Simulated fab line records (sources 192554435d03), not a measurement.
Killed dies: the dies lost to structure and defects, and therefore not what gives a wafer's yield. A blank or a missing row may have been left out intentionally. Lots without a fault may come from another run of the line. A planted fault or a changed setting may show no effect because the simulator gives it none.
Matching of chambers / flow n5-finfet / pecvd-04 running N5_BEOL_M10_ILD_DEP_00: 3 sister chambers
The step deposits SiCOH lowk from DEMS/porogen, target thk 308.51 nm, time 58 s. 14 wafers are shown with their chamber, then 7 later ones without.

## WAFERS PAIRED WITH THEIR CHAMBERS
wafer=L076.1; chamber=2; heater-power-w (W)=288; throttle-valve-pct (%)=13.6; susceptor-temp-C (C)=299.77
wafer=L076.2; chamber=1; heater-power-w (W)=293; throttle-valve-pct (%)=13.8; susceptor-temp-C (C)=300.12
wafer=L076.4; chamber=2; heater-power-w (W)=301; throttle-valve-pct (%)=13.7; susceptor-temp-C (C)=299.94
wafer=L075.3; chamber=1; heater-power-w (W)=316; throttle-valve-pct (%)=13.8; susceptor-temp-C (C)=300.27
wafer=L075.4; chamber=1; heater-power-w (W)=329; throttle-valve-pct (%)=13.6; susceptor-temp-C (C)=300.05
wafer=L075.5; chamber=0; heater-power-w (W)=230; throttle-valve-pct (%)=13.5; susceptor-temp-C (C)=299.91
wafer=L082.4; chamber=1; heater-power-w (W)=328; throttle-valve-pct (%)=13.7; susceptor-temp-C (C)=300.17
wafer=L082.5; chamber=0; heater-power-w (W)=259; throttle-valve-pct (%)=13.4; susceptor-temp-C (C)=299.95
wafer=L082.6; chamber=2; heater-power-w (W)=321; throttle-valve-pct (%)=13.8; susceptor-temp-C (C)=299.80
wafer=L090.3; chamber=0; heater-power-w (W)=258; throttle-valve-pct (%)=13.5; susceptor-temp-C (C)=299.98
wafer=L090.4; chamber=0; heater-power-w (W)=256; throttle-valve-pct (%)=13.5; susceptor-temp-C (C)=300.07
wafer=L090.6; chamber=1; heater-power-w (W)=283; throttle-valve-pct (%)=13.4; susceptor-temp-C (C)=299.85
wafer=L091.2; chamber=1; heater-power-w (W)=307; throttle-valve-pct (%)=13.7; susceptor-temp-C (C)=300.03
wafer=L091.3; chamber=0; heater-power-w (W)=269; throttle-valve-pct (%)=13.4; susceptor-temp-C (C)=300.09

SIGNATURES, as means of the wafers listed above
reading=heater-power-w; chamber 0=254.40; chamber 1=309.33; chamber 2=303.33; scatter within a chamber=16.9
reading=throttle-valve-pct; chamber 0=13.460; chamber 1=13.667; chamber 2=13.700; scatter within a chamber=0.115
reading=susceptor-temp-C; chamber 0=300.0000; chamber 1=300.0817; chamber 2=299.8367; scatter within a chamber=0.114
Rule: a wafer lies at a distance from a chamber equal to the root of the sum of squares, over the readings, of (its reading less the chamber's mean, divided by the reading's scatter). The wafer belongs to the nearest chamber; if the next one is less than 2 further off, it can't be placed. The scatter: take each reading less its chamber's mean, square it, sum over the shown wafers, divide by the number of wafers less the number of chambers, and take the root.

## WAFERS WHOSE CHAMBER IS MISSING
wafer=L091.6; heater-power-w (W)=283; throttle-valve-pct (%)=13.4; susceptor-temp-C (C)=300.24
wafer=L089.3; heater-power-w (W)=337; throttle-valve-pct (%)=14.2; susceptor-temp-C (C)=299.94
wafer=L089.5; heater-power-w (W)=328; throttle-valve-pct (%)=13.6; susceptor-temp-C (C)=300.01
wafer=L089.6; heater-power-w (W)=336; throttle-valve-pct (%)=13.9; susceptor-temp-C (C)=300.08
wafer=L092.2; heater-power-w (W)=225; throttle-valve-pct (%)=13.9; susceptor-temp-C (C)=300.23
wafer=L092.3; heater-power-w (W)=325; throttle-valve-pct (%)=13.8; susceptor-temp-C (C)=300.05
wafer=L092.4; heater-power-w (W)=258; throttle-valve-pct (%)=13.7; susceptor-temp-C (C)=299.91

## CHAMBER TAKEN BY EACH
wafer=L091.6; from the rows above=can't be placed: 0 or 1 or 2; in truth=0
wafer=L089.3; from the rows above=can't be placed: 2 or 1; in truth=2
wafer=L089.5; from the rows above=can't be placed: 1 or 2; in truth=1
wafer=L089.6; from the rows above=can't be placed: 1 or 2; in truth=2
wafer=L092.2; from the rows above=can't be placed: 0 or 1 or 2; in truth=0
wafer=L092.3; from the rows above=can't be placed: 1 or 2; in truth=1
wafer=L092.4; from the rows above=can't be placed: 0 or 2 or 1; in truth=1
Placed correctly: 0 of 7. From these rows, 7 cannot be placed; in 7 the true chamber is one of the candidates. Placed wrongly: 0.
